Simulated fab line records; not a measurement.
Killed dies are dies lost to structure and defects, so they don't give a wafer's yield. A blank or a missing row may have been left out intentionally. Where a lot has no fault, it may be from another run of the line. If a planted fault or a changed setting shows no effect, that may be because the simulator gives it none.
fab line records	flow nand-harc	part 2 of 2: steps 5 to 6 of 6
record lots=24	wafers=72	last-day=34
route steps=1302 shown P_BONDPAD@369 A_SOURCE_PLATE@420 A_CHANNEL_HOLE_D1@476 A_CHANNEL_FILL_D1@501
lots that met no fault: taken from a fault-free run of the same line
start-h: the number of hours between the record's first day and the start of the first shown wafer of the lot	wait-h: hours since the lot's step before	" as in the row above	L1.1+2: several wafers, shown together as one row	- either no value or no given start	* or withheld: withheld	< > ~ a bound
route shown NAME@n: names a module that has steps shown in the file, with the first one's number in the route	usual: mean/standard deviation taken from wafers without a fault	same: alike in all rows	chamber/n: place in a boat	sites: per-site readings	_std_site: the standard deviation of these	_edge_site: mean of outer sites minus mean of inner sites	radius-mm: for every site, how far away it sits from the centre of the wafer	mask NAME#n: copy n	behind: the last tool/chamber to shape the wafer	hold: reason for holding the lot/hours on hold/outcome of the hold	device: names the non-switching transistor (n, p or np)	end of line: the tests these same wafers got at the end of their route	a step given without rows: its recipe and nothing more	killed: count of dies lost to structure and defects at first sort (not the wafer's yield)	map: dies across one wafer; x = killed, . = not, _ = none there
set.NAME: the setting as run; set.NAME@STEP: as run at that earlier step	model.NAME: the simulator's own value behind a step, which no gauge read
the route's steps for a sample of lots (tables are steps, rows are wafers)
services: the hour from which a tool's chamber was out of use, counted from the record's first day as start-h (under 0 if before that day), plus the number of hours and why
## steps
# step NHARC_A_CHANNEL_HOLE_D1_ETCH_24
# recipe bias-v=5000	source-w=withheld	pressure-mtorr=20	time-s=906.2	ar-flow-sccm=375	c4f8-flow-sccm=93.8	o2-flow-sccm=31.2	temp-c=-20	target-depth-a=15000	chemistry=C4F8/O2/Ar
# usual drypump-motor-current-A=5.8/0.37	showerhead-plenum-p-Torr=3.65/0.096	temp-c=-19.99/0.1	throttle-valve-pct=32.237/0.0082
lot.wafer	tool	chamber	start-h	wait-h	drypump-motor-current-A	rf-hours-counter-h	showerhead-plenum-p-Torr	temp-c	throttle-valve-pct
L074.1	har-etch-01	1	186.11	0.6	6.3	90	3.73	-19.71	32.247
L074.3	"	1	"	"	6.2	-	3.73	-19.94	32.236
L074.5	"	1	"	"	6.2	-	3.73	-19.88	32.222
L075.1	har-etch-01	0	190.15	0.6	5.3	94	3.72	-20.06	32.228
L075.4	"	0	"	"	5.3	-	3.72	-20.05	32.229
L075.3	"	1	"	"	6.3	-	3.72	-20.11	32.227
L076.1	har-etch-01	0	204.82	0.6	5.3	102	3.72	-19.91	32.236
L076.4	"	0	"	"	5.3	-	3.72	-20.01	32.229
L076.6	"	0	"	"	5.3	-	3.72	-20.09	32.237
L077.3	har-etch-01	0	224.38	0.6	5.4	-	3.71	-19.95	32.234
L077.5	"	1	"	"	6.2	-	3.71	-19.88	32.233
L077.6	"	0	"	"	5.3	-	3.71	-19.83	32.242
L078.3	har-etch-02	0	225.95	0.6	5.9	-	3.51	-20.10	32.235
L078.4	"	1	"	"	5.6	-	3.62	-19.95	32.253
L078.6	"	1	"	"	5.6	-	3.62	-20.02	32.240
L079.1	har-etch-01	1	228.14	0.6	6.2	121	3.71	-20.14	32.244
L079.4	"	0	"	"	5.4	-	3.71	-19.77	32.239
L079.5	"	1	"	"	6.2	-	3.71	-19.93	32.238
L080.2	har-etch-02	0	242.24	0.6	5.9	329	3.51	-19.92	32.234
L080.4	"	0	"	"	5.9	-	3.51	-19.96	32.260
L080.6	"	1	"	"	5.6	-	3.61	-19.97	32.247
L081.4	har-etch-01	1	254.26	0.6	6.3	-	3.70	-19.94	32.244
L081.3	"	0	"	"	5.3	-	3.70	-20.06	32.243
L081.5	"	1	"	"	6.3	-	3.70	-19.96	32.235
L083.1	har-etch-01	1	268.70	0.6	6.2	144	3.70	-20.07	32.247
L083.2	"	0	"	"	5.4	144	3.70	-19.93	32.233
L083.3	"	0	"	"	5.3	-	3.70	-20.00	32.228
L082.3	har-etch-02	0	269.50	0.6	5.8	-	3.50	-20.07	32.237
L082.6	"	0	"	"	5.8	-	3.50	-20.15	32.244
L082.5	"	1	"	"	5.6	-	3.60	-20.19	32.233
L084.2	har-etch-01	1	281.46	0.6	6.2	152	3.69	-20.09	32.246
L084.3	"	0	"	"	5.4	-	3.69	-19.95	32.231
L084.6	"	0	"	"	5.3	-	3.69	-19.97	32.236
L085.4	har-etch-02	0	305.42	0.6	5.8	-	3.49	-20.07	32.217
L085.5	"	1	"	"	5.6	-	3.59	-19.96	32.246
L085.6	"	0	"	"	5.8	-	3.49	-20.19	32.233
L086.2	har-etch-01	0	308.38	0.6	5.4	163	3.69	-19.95	32.236
L086.6	"	0	"	"	5.4	-	3.69	-19.95	32.239
L086.5	"	1	"	"	6.3	-	3.69	-20.04	32.246
L087.2	har-etch-02	0	313.78	0.6	5.9	364	3.49	-20.01	32.253
L087.3	"	0	"	"	5.8	-	3.49	-20.10	32.229
L087.6	"	1	"	"	5.6	-	3.59	-19.81	32.231
L089.4	har-etch-01	0	329.54	0.6	5.4	-	3.68	-19.97	32.238
L089.3	"	1	"	"	6.2	-	3.68	-19.91	32.225
L089.5	"	0	"	"	5.4	-	3.68	-20.03	32.239
L088.4	har-etch-02	0	330.07	0.6	5.8	-	3.48	-19.85	32.241
L088.3	"	1	"	"	5.6	-	3.59	-19.95	32.221
L088.6	"	1	"	"	5.6	-	3.59	-19.91	32.223
L091.1	har-etch-01	1	347.69	0.6	6.3	186	3.67	-20.11	32.239
L091.4	"	0	"	"	5.3	-	3.67	-19.91	32.236
L091.6	"	0	"	"	5.3	-	3.67	-20.10	32.238
L090.2	har-etch-02	1	347.82	0.6	5.6	372	3.58	-19.83	32.233
L090.3	"	1	"	"	5.6	-	3.58	-20.03	32.241
L090.6	"	0	"	"	5.9	-	3.48	-19.93	32.237
L092.4	har-etch-01	1	361.89	0.6	6.2	-	3.67	-19.99	32.243
L092.3	"	0	"	"	5.4	-	3.67	-19.79	32.226
L092.5	"	1	"	"	6.2	-	3.67	-19.93	32.229
L093.2	har-etch-02	0	370.52	0.6	5.8	402	3.47	-19.98	32.248
L093.4	"	1	"	"	5.6	-	3.57	-20.06	32.228
L093.3	"	0	"	"	5.9	-	3.47	-19.88	32.247
L094.4	har-etch-01	0	391.85	0.6	5.4	-	3.66	-20.09	32.247
L094.5	"	0	"	"	5.4	-	3.66	-19.86	32.240
L094.6	"	1	"	"	6.2	-	3.66	-20.01	32.248
L095.2	har-etch-01	1	403.71	0.6	6.2	228	3.65	-20.04	32.240
L095.4	"	1	"	"	6.3	-	3.65	-20.10	32.238
L095.5	"	0	"	"	5.3	-	3.65	-19.99	32.234
L096.1	har-etch-02	1	406.18	0.6	5.6	9	3.92	-20.00	32.244
L096.4	"	1	"	"	5.6	-	3.92	-20.00	32.233
L096.5	"	1	"	"	5.6	-	3.92	-19.98	32.243
L097.1	har-etch-01	0	414.69	0.6	5.4	235	3.65	-20.15	32.225
L097.3	"	1	"	"	6.3	-	3.65	-19.99	32.239
L097.5	"	0	"	"	5.3	-	3.65	-19.92	32.242
# step NHARC_A_CHANNEL_FILL_D1_STRIP_28
# recipe time-s=20	o2-flow-sccm=500	ar-flow-sccm=0	bias-w=0	chemistry=O2
# usual drypump-motor-current-A=5.7/0.47	oes-product-au=1.001/0.011	rf-vpp-V=57.8/0.88	showerhead-plenum-p-Torr=3.54/0.15	throttle-valve-pct=17.037/0.0096
lot.wafer	tool	chamber	start-h	wait-h	drypump-motor-current-A	oes-product-au	rf-hours-counter-h	rf-vpp-V	showerhead-plenum-p-Torr	throttle-valve-pct
L075.1	rie-diel-11	2	217.61	0.1	6.4	1.002	6.6	58.5	3.74	17.024
L075.3	"	3	"	"	5.5	1.005	7.2	59.0	3.79	17.041
L075.4	"	1	"	"	6.2	1.017	7.1	57.0	3.46	17.044
L074.1	rie-diel-09	2	217.61	0.1	5.9	0.998	4.4	57.4	3.55	17.045
L074.3	"	1	"	"	5.4	1.000	4.6	56.8	3.59	17.032
L074.5	"	2	"	"	5.9	0.999	-	57.8	3.55	17.037
L076.1	rie-diel-09	3	234.74	0.1	5.0	0.999	6.3	58.3	3.43	17.049
L076.4	"	2	"	"	5.9	1.003	6.0	58.8	3.55	17.036
L076.6	"	0	"	"	5.4	1.001	-	56.8	3.32	17.035
L078.4	rie-diel-09	3	253.74	0.1	5.0	0.986	9.0	57.5	3.43	17.051
L078.3	"	0	"	"	5.3	1.001	8.2	57.8	3.32	17.042
L078.6	"	2	"	"	5.9	0.992	-	59.0	3.55	17.031
L077.3	rie-diel-13	1	253.76	0.1	5.9	0.993	3.4	57.9	3.64	17.048
L077.5	"	1	"	"	5.9	0.990	-	58.6	3.64	17.054
L077.6	"	2	"	"	6.1	0.979	-	57.2	3.31	17.031
L079.4	rie-diel-11	3	253.77	0.1	5.5	0.996	7.9	58.1	3.79	17.045
L079.1	"	0	"	"	5.3	1.013	6.3	57.7	3.52	17.047
L079.5	"	2	"	"	6.4	1.017	-	57.1	3.74	17.040
L080.2	rie-diel-11	2	272.72	0.1	6.4	1.017	1.4	58.0	3.74	17.042
L080.4	"	0	"	"	5.3	0.998	0.7	57.3	3.52	17.038
L080.6	"	3	"	"	5.5	1.004	-	57.5	3.79	17.044
L081.4	rie-diel-09	0	282.72	0.1	5.3	1.004	10.1	58.3	3.32	17.031
L081.3	"	1	"	"	5.4	1.010	10.2	58.8	3.59	17.032
L081.5	"	3	"	"	5.1	0.986	-	58.2	3.43	17.031
L083.1	rie-diel-11	2	297.56	0.1	6.4	1.023	2.7	57.6	3.74	17.017
L083.2	"	3	"	"	5.5	0.996	2.5	58.8	3.79	17.039
L083.3	"	1	"	"	6.2	1.006	1.9	58.3	3.46	17.036
L082.3	rie-diel-09	1	297.56	0.1	5.4	0.999	10.5	57.2	3.58	17.034
L082.5	"	0	"	"	5.3	1.004	-	57.8	3.31	17.048
L082.6	"	1	"	"	5.4	1.012	-	57.9	3.58	17.053
L084.3	rie-diel-13	0	310.97	0.1	6.5	1.015	6.4	58.2	3.70	17.043
L084.2	"	3	"	"	5.6	1.002	6.4	58.8	3.63	17.036
L084.6	"	1	"	"	5.9	0.996	-	57.0	3.64	17.038
L085.4	rie-diel-09	3	333.28	0.1	5.0	0.993	0.5	56.7	3.43	17.036
L085.5	"	3	"	"	5.0	0.993	-	57.4	3.43	17.052
L085.6	"	0	"	"	5.3	1.002	-	57.0	3.31	17.039
L086.2	rie-diel-13	2	338.52	0.1	6.1	0.975	8.4	57.2	3.31	17.034
L086.5	"	0	"	"	6.5	1.009	-	59.2	3.70	17.030
L086.6	"	1	"	"	5.8	1.003	-	57.5	3.64	17.038
L087.3	rie-diel-09	3	343.43	0.1	5.1	0.998	1.0	56.8	3.43	17.045
L087.2	"	2	"	"	5.9	0.983	1.0	56.9	3.55	17.022
L087.6	"	0	"	"	5.3	1.008	-	57.5	3.31	17.024
L089.4	rie-diel-11	1	362.62	0.1	6.2	1.010	5.1	57.6	3.46	17.049
L089.3	"	3	"	"	5.5	0.993	5.3	57.1	3.79	17.032
L089.5	"	0	"	"	5.3	0.998	-	59.5	3.52	17.035
L088.4	rie-diel-09	1	362.68	0.0	5.4	1.002	2.1	58.0	3.58	17.022
L088.3	"	2	"	"	5.9	0.980	2.0	56.6	3.55	17.033
L088.6	"	0	"	"	5.3	0.991	-	57.4	3.31	17.034
L091.4	rie-diel-11	1	376.27	0.1	6.2	1.011	5.4	58.0	3.46	17.058
L091.1	"	3	"	"	5.5	0.997	5.5	59.6	3.79	17.066
L091.6	"	1	"	"	6.1	1.009	-	58.6	3.46	17.049
L090.3	rie-diel-09	3	376.30	0.1	5.0	0.997	2.1	57.5	3.43	17.027
L090.2	"	1	"	"	5.4	1.001	2.9	58.6	3.58	17.037
L090.6	"	3	"	"	5.0	0.994	-	59.5	3.42	17.034
L092.3	rie-diel-09	1	391.19	0.1	5.4	0.993	3.4	57.3	3.58	17.039
L092.4	"	3	"	"	5.1	0.990	2.9	58.3	3.42	17.033
L092.5	"	1	"	"	5.4	0.980	-	57.7	3.58	17.048
L093.3	rie-diel-09	1	398.57	0.1	5.4	1.005	3.7	57.8	3.58	17.032
L093.2	"	3	"	"	5.0	0.987	3.3	57.2	3.42	17.038
L093.4	"	0	"	"	5.3	1.009	-	57.4	3.31	17.044
L094.6	rie-diel-09	1	419.60	0.0	5.3	1.000	-	59.3	3.58	17.022
L094.5	"	3	"	"	5.1	1.005	-	56.7	3.42	17.029
L094.4	"	0	"	"	5.3	1.003	-	56.7	3.31	17.040
L096.4	rie-diel-13	3	432.42	0.1	5.6	1.005	3.9	58.0	3.63	17.049
L096.1	"	0	"	"	6.5	1.006	4.0	58.0	3.70	17.042
L096.5	"	0	"	"	6.5	1.010	-	58.3	3.70	17.040
L095.2	rie-diel-11	3	432.43	0.1	5.5	0.996	7.0	58.3	3.79	17.032
L095.4	"	0	"	"	5.3	1.005	7.9	58.2	3.51	17.026
L095.5	"	2	"	"	6.3	1.004	-	57.7	3.73	17.025
L097.3	rie-diel-11	1	445.54	0.1	6.2	0.998	0.0	56.3	3.46	17.042
L097.1	"	3	"	"	5.5	0.999	0.0	58.4	3.79	17.031
L097.5	"	3	"	"	5.5	0.999	-	56.9	3.79	17.042
## services
tool	chamber	start-h	hours	kind
rie-diel-07	-	117.63	9.0	pm
rie-diel-07	-	139.55	1.1	repair
rie-diel-05	2	181.75	3.1	repair
rie-diel-07	0	188.12	5.2	repair
rie-diel-07	1	191.78	7.4	repair
rie-diel-07	3	193.63	8.2	repair
rie-diel-01	-	203.80	9.0	pm
rie-diel-01	-	222.93	0.5	repair
rie-diel-05	-	229.61	9.0	pm
rie-diel-07	1	242.24	8.3	repair
rie-diel-07	0	277.34	3.5	repair
rie-diel-05	0	290.26	2.7	repair
rie-diel-07	-	294.63	9.0	pm
rie-diel-01	2	300.56	9.2	repair
rie-diel-01	3	302.29	13.9	repair
har-etch-01	-	313.12	0.8	repair
rie-diel-01	1	319.99	20.5	repair
rie-diel-07	1	333.38	8.6	repair
rie-diel-07	3	334.75	15.5	repair
rie-diel-05	-	344.83	0.1	repair
rie-diel-05	3	355.84	5.8	repair
rie-diel-01	0	374.49	20.4	repair
rie-diel-07	1	380.35	9.2	repair
rie-diel-01	-	380.80	9.0	pm
